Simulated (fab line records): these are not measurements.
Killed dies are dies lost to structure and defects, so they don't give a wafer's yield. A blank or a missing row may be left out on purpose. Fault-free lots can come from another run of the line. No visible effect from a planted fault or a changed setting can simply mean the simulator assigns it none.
Which tool is to blame? ; flow n5 finfet ; 24 lots, 72 wafers sampled, at 6 steps of a route of 1938

== WHAT THE GAUGES READ, wafer by wafer ==
Not one reading of a measure or inspect step in the record can be checked against a usual standard deviation.

== TOOL THAT RAN EACH LOT (tool first, then ch and the chambers of the sampled wafers, then the start) ==
lot;N5_BEOL_M2_DEP_57;N5_BEOL_M3_ETCH_63;N5_BEOL_M3_HM_OPEN_17;N5_BEOL_M3_ALD_84;N5_BEOL_M3_SURFACE_TREAT_85;N5_BEOL_M3_ANNEAL_87
L076;pecvd-01 ch 0,1, day 8 05:32;rie diel-04 ch 0,1, day 8 07:22;rie metal-01 ch 0,1, day 8 07:35;ald metal-02 ch 0,3, day 8 22:29;pvd sputter-01, day 8 22:42;pvd sputter-01, day 8 23:40
L078;pecvd-01 ch 1,2, day 8 05:46;rie diel-05 ch 1,2,3, day 8 07:31;rie metal-03 ch 0,1, day 8 07:43;ald metal-02 ch 1,2,3, day 9 00:59;pvd sputter-02, day 9 01:16;pvd sputter-02, day 9 02:26
L074;pecvd-02 ch 1,2, day 8 07:22;rie diel-05 ch 0,2,3, day 8 08:29;rie metal-03 ch 0,1, day 8 08:41;ald metal-02 ch 1,2,3, day 9 01:27;pvd sputter-01, day 9 01:57;pvd sputter-03, day 9 04:07
L077;pecvd-02 ch 1,2, day 8 07:40;rie diel-01 ch 2,3, day 8 10:21;rie metal-03 ch 0,1, day 8 10:35;ald metal-02 ch 1,3, day 9 05:20;pvd sputter-03, day 9 05:37;pvd sputter-02, day 9 06:49
L075;pecvd-04 ch 0,1, day 8 10:39;rie diel-05 ch 0,2, day 8 13:20;rie metal-01 ch 1, day 8 13:32;ald metal-02 ch 1,2, day 9 11:20;pvd sputter-03, day 9 11:36;pvd sputter-03, day 9 12:38
L079;pecvd-04 ch 0,1, day 8 17:52;rie diel-05 ch 0,1,2, day 8 19:40;rie metal-02 ch 0,1, day 8 19:54;ald metal-03 ch 1,2, day 9 16:50;pvd sputter-01, day 9 17:03;pvd sputter-01, day 9 18:02
L080;pecvd-01 ch 0,1, day 8 20:06;rie diel-04 ch 1,2,3, day 8 22:32;rie metal-02 ch 0,1, day 8 22:44;ald metal-02 ch 0,1,3, day 9 13:58;pvd sputter-01, day 9 14:19;pvd sputter-01, day 9 15:37
L081;pecvd-04 ch 0,1, day 9 04:13;rie diel-04 ch 0,1, day 9 05:52;rie metal-02 ch 1, day 9 06:03;ald metal-04 ch 0,1,3, day 9 23:58;pvd sputter-03, day 10 00:13;pvd sputter-01, day 10 02:45
L082;pecvd-04 ch 0,2, day 9 11:32;rie diel-05 ch 2,3, day 9 13:41;rie metal-01 ch 0,1, day 9 13:53;ald metal-02 ch 0,1, day 10 04:43;pvd sputter-03, day 10 04:57;pvd sputter-02, day 10 06:03
L083;pecvd-04 ch 0,1,2, day 9 13:14;rie diel-05 ch 0,1,2, day 9 14:51;rie metal-02 ch 0,1, day 9 15:03;ald metal-03 ch 0,2, day 10 05:02;pvd sputter-03, day 10 05:32;pvd sputter-03, day 10 06:38
L086;pecvd-04 ch 0,2, day 11 00:22;rie diel-04 ch 0,1,3, day 11 05:18;rie metal-03 ch 0,1, day 11 05:30;ald metal-03 ch 0,2,3, day 11 18:19;pvd sputter-03, day 11 18:34;pvd sputter-03, day 11 19:37
L084;pecvd-04 ch 0,1,2, day 11 09:11;rie diel-04 ch 0,1, day 11 11:58;rie metal-03 ch 0,1, day 11 12:10;ald metal-02 ch 0,1, day 12 03:26;pvd sputter-02, day 12 03:45;pvd sputter-02, day 12 04:44
L085;pecvd-01 ch 0,1,2, day 11 11:55;rie diel-04 ch 1,2, day 11 15:11;rie metal-02 ch 1, day 11 15:23;ald metal-02 ch 1,3, day 12 06:14;pvd sputter-02, day 12 06:41;pvd sputter-02, day 12 07:55
L087;pecvd-02 ch 0,1, day 11 15:18;rie diel-05 ch 1,2,3, day 11 16:33;rie metal-03 ch 0,1, day 11 16:47;ald metal-02 ch 0,2, day 12 10:21;pvd sputter-03, day 12 10:44;pvd sputter-02, day 12 11:46
L088;pecvd-01 ch 0,1, day 11 18:55;rie diel-04 ch 0,1,2, day 11 20:41;rie metal-03 ch 0,1, day 11 20:54;ald metal-04 ch 0,3, day 12 11:53;pvd sputter-01, day 12 12:10;pvd sputter-02, day 12 13:36
L089;pecvd-02 ch 0,1,2, day 11 19:13;rie diel-05 ch 0,2, day 11 22:31;rie metal-03 ch 0,1, day 11 22:42;ald metal-03 ch 1,2,3, day 12 14:50;pvd sputter-03, day 12 15:06;pvd sputter-01, day 12 16:04
L090;pecvd-02 ch 0,1, day 11 22:12;rie diel-01 ch 0,1,3, day 11 23:47;rie metal-02 ch 0,1, day 11 23:59;ald metal-04 ch 0,3, day 12 20:11;pvd sputter-02, day 12 21:59;pvd sputter-01, day 12 22:58
L091;pecvd-04 ch 0,2, day 12 03:17;rie diel-04 ch 0,3, day 12 05:02;rie metal-01 ch 0,1, day 12 05:16;ald metal-03 ch 0,1,2, day 12 15:02;pvd sputter-03, day 12 15:18;pvd sputter-01, day 12 17:54
L093;pecvd-01 ch 0,2, day 12 09:58;rie diel-01 ch 0,1,3, day 12 11:30;rie metal-02 ch 0,1, day 12 11:44;ald metal-04 ch 0,1,2, day 12 23:18;pvd sputter-01, day 13 00:04;pvd sputter-03, day 13 01:51
L092;pecvd-02 ch 1,2, day 12 11:38;rie diel-05 ch 1,2, day 12 14:35;rie metal-01 ch 0,1, day 12 14:47;ald metal-03 ch 1,3, day 13 03:05;pvd sputter-03, day 13 03:19;pvd sputter-03, day 13 04:17
L094;pecvd-02 ch 0,2, day 12 18:11;rie diel-04 ch 1,2,3, day 12 19:46;rie metal-02 ch 0,1, day 12 19:58;ald metal-02 ch 0,1,3, day 13 04:23;pvd sputter-02, day 13 04:41;pvd sputter-02, day 13 06:00
L095;pecvd-02 ch 0,1,2, day 12 23:02;rie diel-01 ch 1,2,3, day 13 00:00;rie metal-02 ch 0,1, day 13 00:11;ald metal-03 ch 0,2,3, day 13 16:43;pvd sputter-02, day 13 16:59;pvd sputter-02, day 13 18:07
L096;pecvd-01 ch 0,1, day 12 23:10;rie diel-05 ch 0,1,2, day 13 02:47;rie metal-03 ch 0,1, day 13 02:59;ald metal-03 ch 0,1,3, day 13 20:40;pvd sputter-03, day 13 21:11;pvd sputter-02, day 13 23:29
L097;pecvd-01 ch 0,1, day 13 16:32;rie diel-04 ch 0,1,2, day 13 17:50;rie metal-01 ch 0,1, day 13 18:04;ald metal-04 ch 2,3, day 15 04:37;pvd sputter-02, day 15 05:05;pvd sputter-01, day 15 06:22
- N5_BEOL_M2_DEP_57: deposits SiCN from 3MS/NH3, target thk 8 nm, time 14 s.
- N5_BEOL_M3_ETCH_63: etches SiARC in CF4, target depth 15.6 nm, time 26 s.
- N5_BEOL_M3_HM_OPEN_17: chemistry Cl2/BCl3, target TiN, target depth 20 nm, overetch 6 nm.
- N5_BEOL_M3_ALD_84: deposits TaN, pulse time 2 s, purge time 3 s, co reactant purge time 2 s.
- N5_BEOL_M3_SURFACE_TREAT_85
- N5_BEOL_M3_ANNEAL_87: time 240 s.

== AS READ BY THE TOOLS THEMSELVES (means over the sampled wafers that have a number; for cases with no such wafer, the mark the record gives instead) ==
N5_BEOL_M2_DEP_57.
lot;tool;chamber pressure Torr (Torr);showerhead plenum p Torr (Torr);throttle valve pct (%)
L076;pecvd-01;3.006;3.647;8.8
L078;pecvd-01;2.996;3.645;8.7
L074;pecvd-02;3.010;3.663;9.1
L077;pecvd-02;3.003;3.652;9.2
L075;pecvd-04;2.998;3.677;8.9
L079;pecvd-04;3.000;3.670;8.9
L080;pecvd-01;2.998;3.655;9.1
L081;pecvd-04;3.005;3.668;9.2
L082;pecvd-04;3.005;3.665;8.7
L083;pecvd-04;3.005;3.661;8.8
L086;pecvd-04;3.001;3.662;8.7
L084;pecvd-04;3.002;3.669;9.0
L085;pecvd-01;2.999;3.651;8.8
L087;pecvd-02;2.997;3.678;9.2
L088;pecvd-01;2.996;3.663;9.3
L089;pecvd-02;2.998;3.659;9.1
L090;pecvd-02;2.996;3.681;9.3
L091;pecvd-04;2.999;3.659;9.0
L093;pecvd-01;3.001;3.656;9.2
L092;pecvd-02;3.000;3.652;9.1
L094;pecvd-02;3.001;3.645;9.3
L095;pecvd-02;3.007;3.664;9.2
L096;pecvd-01;3.000;3.654;9.1
L097;pecvd-01;2.996;3.654;9.3

N5_BEOL_M3_ETCH_63.
lot;tool;bias w (W);drypump motor current A (A);etch rf on time s (s);oes product au (a.u.);rf vpp V (V);showerhead plenum p Torr (Torr);throttle valve pct (%)
L076;rie diel-04;35.88;5.8;25.9;0.64;183.5;2.11;15.78
L078;rie diel-05;36.04;5.5;25.2;0.73;184.7;2.15;15.62
L074;rie diel-05;36.09;5.0;25.6;0.68;183.6;2.13;15.64
L077;rie diel-01;35.91;5.5;25.7;0.75;183.9;2.16;15.50
L075;rie diel-05;36.02;5.2;25.5;0.65;183.8;2.12;15.72
L079;rie diel-05;36.08;5.4;25.6;0.68;184.8;2.18;15.75
L080;rie diel-04;36.07;5.7;25.5;0.67;183.8;2.10;15.71
L081;rie diel-04;35.96;5.7;25.8;0.69;183.4;2.09;15.68
L082;rie diel-05;36.06;5.3;25.6;0.69;183.1;2.08;15.61
L083;rie diel-05;36.04;5.4;25.8;0.67;184.2;2.18;15.76
L086;rie diel-04;35.92;5.8;26.2;0.63;183.3;2.11;15.88
L084;rie diel-04;35.91;5.7;26.1;0.67;184.4;2.09;15.72
L085;rie diel-04;35.94;5.6;25.9;0.67;183.7;2.07;15.56
L087;rie diel-05;35.97;5.5;25.7;0.69;183.7;2.14;15.67
L088;rie diel-04;36.00;5.7;25.9;0.65;183.3;2.09;15.71
L089;rie diel-05;36.00;5.2;25.6;0.63;183.9;2.11;15.78
L090;rie diel-01;36.04;6.2;25.6;0.71;183.9;2.16;15.65
L091;rie diel-04;36.07;5.8;26.0;0.59;183.4;2.12;16.03
L093;rie diel-01;36.09;6.2;25.4;0.70;185.3;2.16;15.66
L092;rie diel-05;35.99;5.6;25.3;0.66;183.9;2.12;15.75
L094;rie diel-04;36.00;5.7;26.2;0.64;183.4;2.09;15.77
L095;rie diel-01;36.02;5.8;25.1;0.68;183.7;2.16;15.60
L096;rie diel-05;36.06;5.4;25.6;0.65;184.9;2.17;15.82
L097;rie diel-04;35.86;5.7;25.7;0.71;183.2;2.08;15.58

N5_BEOL_M3_HM_OPEN_17.
lot;tool;bias w (W);drypump motor current A (A);oes product au (a.u.);throttle valve pct (%)
L076;rie metal-01;125.9;5.4;0.69;21.89
L078;rie metal-03;125.9;5.7;0.59;22.13
L074;rie metal-03;125.7;5.4;0.64;22.25
L077;rie metal-03;125.7;5.4;0.64;22.25
L075;rie metal-01;126.4;5.7;0.68;21.79
L079;rie metal-02;126.0;5.9;0.68;22.14
L080;rie metal-02;126.0;5.9;0.69;22.14
L081;rie metal-02;126.1;6.4;0.76;22.22
L082;rie metal-01;125.8;5.2;0.70;21.98
L083;rie metal-02;126.2;5.9;0.68;22.14
L086;rie metal-03;125.9;5.7;0.59;22.13
L084;rie metal-03;126.0;5.4;0.63;22.27
L085;rie metal-02;126.1;6.4;0.73;22.25
L087;rie metal-03;126.1;5.7;0.59;22.12
L088;rie metal-03;125.9;5.7;0.58;22.15
L089;rie metal-03;126.4;5.7;0.58;22.14
L090;rie metal-02;125.9;5.3;0.80;21.94
L091;rie metal-01;125.8;5.4;0.68;21.89
L093;rie metal-02;125.7;5.4;0.79;21.94
L092;rie metal-01;125.8;5.5;0.67;21.91
L094;rie metal-02;126.4;5.9;0.76;22.11
L095;rie metal-02;125.9;5.3;0.79;21.94
L096;rie metal-03;125.7;5.4;0.62;22.29
L097;rie metal-01;126.1;5.2;0.69;22.00

N5_BEOL_M3_ALD_84.
lot;tool;chamber pressure Torr (Torr);heater power w (W);mfc carrier sccm (sccm)
L076;ald metal-02;3.007;478;1503
L078;ald metal-02;3.000;396;1502
L074;ald metal-02;3.001;399;1498
L077;ald metal-02;3.002;396;1495
L075;ald metal-02;3.001;392;1498
L079;ald metal-03;3.009;372;1501
L080;ald metal-02;3.005;447;1504
L081;ald metal-04;3.005;430;1507
L082;ald metal-02;3.008;421;1501
L083;ald metal-03;2.997;355;1503
L086;ald metal-03;3.003;396;1503
L084;ald metal-02;3.000;474;1503
L085;ald metal-02;3.002;398;1501
L087;ald metal-02;2.993;471;1500
L088;ald metal-04;2.997;448;1501
L089;ald metal-03;3.004;411;1499
L090;ald metal-04;3.006;465;1498
L091;ald metal-03;3.003;397;1498
L093;ald metal-04;2.998;423;1500
L092;ald metal-03;2.998;459;1496
L094;ald metal-02;3.005;438;1501
L095;ald metal-03;3.004;394;1499
L096;ald metal-03;2.999;445;1501
L097;ald metal-04;3.003;411;1502

N5_BEOL_M3_ANNEAL_87.
lot;tool;heater power w (W)
L076;pvd sputter-01;777
L078;pvd sputter-02;809
L074;pvd sputter-03;874
L077;pvd sputter-02;933
L075;pvd sputter-03;763
L079;pvd sputter-01;831
L080;pvd sputter-01;799
L081;pvd sputter-01;773
L082;pvd sputter-02;983
L083;pvd sputter-03;900
L086;pvd sputter-03;877
L084;pvd sputter-02;898
L085;pvd sputter-02;802
L087;pvd sputter-02;796
L088;pvd sputter-02;892
L089;pvd sputter-01;800
L090;pvd sputter-01;822
L091;pvd sputter-01;799
L093;pvd sputter-03;908
L092;pvd sputter-03;927
L094;pvd sputter-02;890
L095;pvd sputter-02;823
L096;pvd sputter-02;926
L097;pvd sputter-01;773

== THE ANSWER, worked out from the rows above alone ==
Rule: the usual values come from the lots themselves. The widest of any qualifying gaps counts: lots, ordered by their means at a reading, are off when they make up no more than a third of the lots, leave a main group of 4 or more, and stand apart from it by 3 or more times the standard deviation of that group's means. A main group whose means are all the same, to the digits that the tables above print for the reading, isn't used. Also off: a lot with no number at a reading for which 4 or more lots have one. Any other lot the step has rows for is counted as sound. The gauges are gone through in route order, then the tools' own readings, and for those a lot's mean is taken as printed above. At the first step where some lot is off, the reading lying furthest off is the one used; lots without a number count as furthest.
Across all readings shown, no lot is off: no conclusion can be drawn from this.

== WHAT WAS PUT IN BY THE SIMULATOR ==
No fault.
